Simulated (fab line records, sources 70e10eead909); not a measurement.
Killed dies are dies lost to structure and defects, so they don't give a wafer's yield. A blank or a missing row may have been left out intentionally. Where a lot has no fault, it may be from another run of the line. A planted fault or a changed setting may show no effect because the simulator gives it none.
A struck lot beside a sound one + flow nand_harc + 41 out of 1302 route steps
Sound: these wafers, L435.1, L435.4, L435.6. Struck: wafers L443.3, L443.5. (L443.2 of the same lot was not struck and is left out.) The cause comes at the end.
Per side, at each step with rows, come the tool, then ch with its chambers, and then its first start. Under that, the readings that differ: sound wafers + struck wafers + difference of the means + sigmas: that difference in standard deviations of wafers without a fault.
alike: a reading whose means differ by less than 2 such deviations, as well as words and numbers matching on both sides. not compared: withheld readings; readings where some wafer has no value; bounds like >300 that might hide an equal value; numbers whose values overlap and for which the record gives no deviation.
A row with sigmas, a row that says differs or no value, or rows on one side alone: a step with any of these is where the two part. Numbers that have no deviation but don't overlap get no sigmas and don't part them. Lack of a reading on every wafer of one side parts them only where that side has two or more wafers.

NHARC_A_M1_INSPECT_11:
  sound on defect_inspect-01 at day 24 00:02; struck on defect_inspect-01 at day 26 15:48
  alike: raw_defect_count
then, 2 steps without rows for these wafers: NHARC_A_M1_DESCUM_14 (chemistry O2, time 3 s); NHARC_A_M1_ETCH_35 (etches the open film in N2/H2, target depth 40 nm, overetch 12 nm, time 43.94 s).
NHARC_A_M1_ETCH_15: etches the open film in C4F8/Ar, target depth 182.5 nm, time 91.2 s.
  sound on rie_diel-05 ch 0,2; struck on rie_diel-12 ch 0
  alike: oes_product_au, rf_vpp_V
  not compared: rf_hours_counter_h
NHARC_A_M1_CD_MEAS_16:
  sound on cd_sem-02 at day 24 00:24; struck on cd_sem-02 at day 26 16:10
  alike: cd_nm
then, 7 steps without rows for these wafers: NHARC_A_M1_STRIP_18 (strips in N2/H2); NHARC_A_M1_ETCH_28 (etches the open film in CF4/N2, target depth 30 nm, time 72.99 s); NHARC_A_M1_STRIP_19 (strips in post etch residue remover, time 600 s); NHARC_A_M1_DEGAS_29 (time 60 s); NHARC_A_M1_PRE_CLEAN_30 (time 30 s); NHARC_A_M1_PVD_20 (deposits TaN, target thk 5 nm, time 8.06 s); NHARC_A_M1_PVD_21 (deposits Cu, target thk 30 nm, time 20.49 s).
NHARC_A_M1_ECD_22: material Cu, target thk 400 nm.
  sound on ecd_cu-01 ch 1, day 24 01:31; struck on ecd_cu-02 ch 0,1, day 26 17:14
NHARC_A_M1_ANNEAL_31: time 90 s.
  sound on rtp_anneal-02 ch 0, day 24 01:51; struck on rtp_anneal-02 ch 0, day 26 17:44
  alike: wafer_temp_C_max
NHARC_A_M1_CMP_23: polishes, t overpolish 20 s, target thk 154.34 nm.
  sound on cmp-04 ch 0,2, day 24 02:14; struck on cmp-03 ch 1,2, day 26 18:02
  alike: edge_zone_pressure_frac, motor_current_A, time_to_endpoint_s
NHARC_A_M1_THK_MEAS_24: measures by xrf.
  sound on film_metro-02 at day 24 02:31; struck on film_metro-02 at day 26 18:21
  alike: thk_nm
then, 5 steps without rows for these wafers: NHARC_A_M1_SRD_25; NHARC_A_M1_PRE_CLEAN_32 (time 12 s); NHARC_A_M1_DEP_33 (deposits SiCN, target thk 30 nm); NHARC_A_BONDPAD_DEP_00 (deposits SiCN, target thk 250 nm); NHARC_A_BONDPAD_CMP_29 (polishes SiCN, target thk 200 nm).
NHARC_A_BONDPAD_THK_MEAS_30: measures by ellipsometry.
  sound on film_metro-02 at day 24 04:02; struck on film_metro-02 at day 26 19:52
  alike: thk_nm
then, 10 steps without rows for these wafers: NHARC_A_BONDPAD_SRD_31; NHARC_A_BONDPAD_DEHYDRATE_01 (time 120 s); NHARC_A_BONDPAD_HMDS_02 (time 30 s); NHARC_A_BONDPAD_COAT_33 (time 65 s); NHARC_A_BONDPAD_COAT_03 (resist thk 600 nm); NHARC_A_BONDPAD_SOFTBAKE_04 (time 70 s); NHARC_A_BONDPAD_EBR_05; NHARC_A_BONDPAD_EXPOSE_06 (exposes mask A BPAD); NHARC_A_BONDPAD_PEB_07 (peb time 80 s); NHARC_A_BONDPAD_DEVELOP_08 (time 50 s).
NHARC_A_BONDPAD_CD_MEAS_09 targets a cd of 500 nm.
  sound on cd_sem-03 ch 0, day 24 04:36; struck on cd_sem-02 ch 0, day 26 20:26
  alike: cd_nm
NHARC_A_BONDPAD_OVL_MEAS_35:
  sound on overlay-02 at day 24 04:42; struck on overlay-02 at day 26 20:31
  alike: overlay_x_nm, overlay_y_nm
then, 1 step without rows for these wafers: NHARC_A_BONDPAD_HARDBAKE_10 (time 65 s).
NHARC_A_BONDPAD_DESCUM_11: chemistry O2, time 3 s.
  sound on rie_diel-09 ch 1,2,3, day 24 04:50; struck on rie_diel-02 ch 0,1, day 26 20:39
  alike: drypump_motor_current_A, oes_product_au, rf_vpp_V, showerhead_plenum_p_Torr, throttle_valve_pct
  not compared: rf_hours_counter_h
then, 2 steps without rows for these wafers: NHARC_A_BONDPAD_ETCH_34 (etches the open film in N2/H2, target depth 60 nm, overetch 18 nm, time 65.91 s); NHARC_A_BONDPAD_ETCH_12 (etches the open film in CHF3/O2, target depth 220 nm, time 110 s).
NHARC_A_BONDPAD_CD_MEAS_13:
  sound on cd_sem-02 at day 24 05:08; struck on cd_sem-03 at day 26 20:58
  alike: cd_nm
NHARC_A_BONDPAD_STRIP_15: strips in O2.
  sound on rie_diel-09 ch 1,3, day 24 05:13; struck on rie_diel-02 ch 0,2, day 26 21:02
  alike: drypump_motor_current_A, oes_product_au, rf_vpp_V, showerhead_plenum_p_Torr, throttle_valve_pct
  not compared: rf_hours_counter_h
NHARC_END_SORT_01:
  sound on prober-01 ch 0, day 25 09:14; struck on prober-02 ch 0, day 28 08:25
| reading                  | sound          | struck    | difference | sigmas |
|--------------------------|----------------|-----------|------------|--------|
| defect_limited_yield (%) | 88.5 88.3 89.1 | 53.2 49.9 | -37.1      | -15    |
| killed_at_array          | 74 76 71       | 309 333   | +247       | +15    |
| killed_dies              | 78 79 74       | 317 339   | +251       | +16    |
| sort_bin_2_pct (%)       | 5.2 4.0 4.6    | 16.0 16.2 | +11.5      | +10    |
| sort_bin_3_pct (%)       | 1.5 0.6 0.7    | 3.4 5.3   | +3.4       | +10    |
| sort_bin_4_pct (%)       | 4.9 7.1 5.6    | 27.5 28.5 | +22.1      | +17    |
| sort_n_pass              | 599 598 603    | 360 338   | -251       | -16    |
| sort_rim_yield_pct (%)   | 81 93 88       | 62 45     | -34        | -8     |
| sort_yield_pct (%)       | 88.5 88.3 89.1 | 53.2 49.9 | -37.1      | -15    |
  alike: killed_at_other, killed_at_periphery, killed_open, killed_short

WHERE THEY PART
Within this record, at NHARC_END_SORT_01 only.

WHY: what had been put in by the simulator
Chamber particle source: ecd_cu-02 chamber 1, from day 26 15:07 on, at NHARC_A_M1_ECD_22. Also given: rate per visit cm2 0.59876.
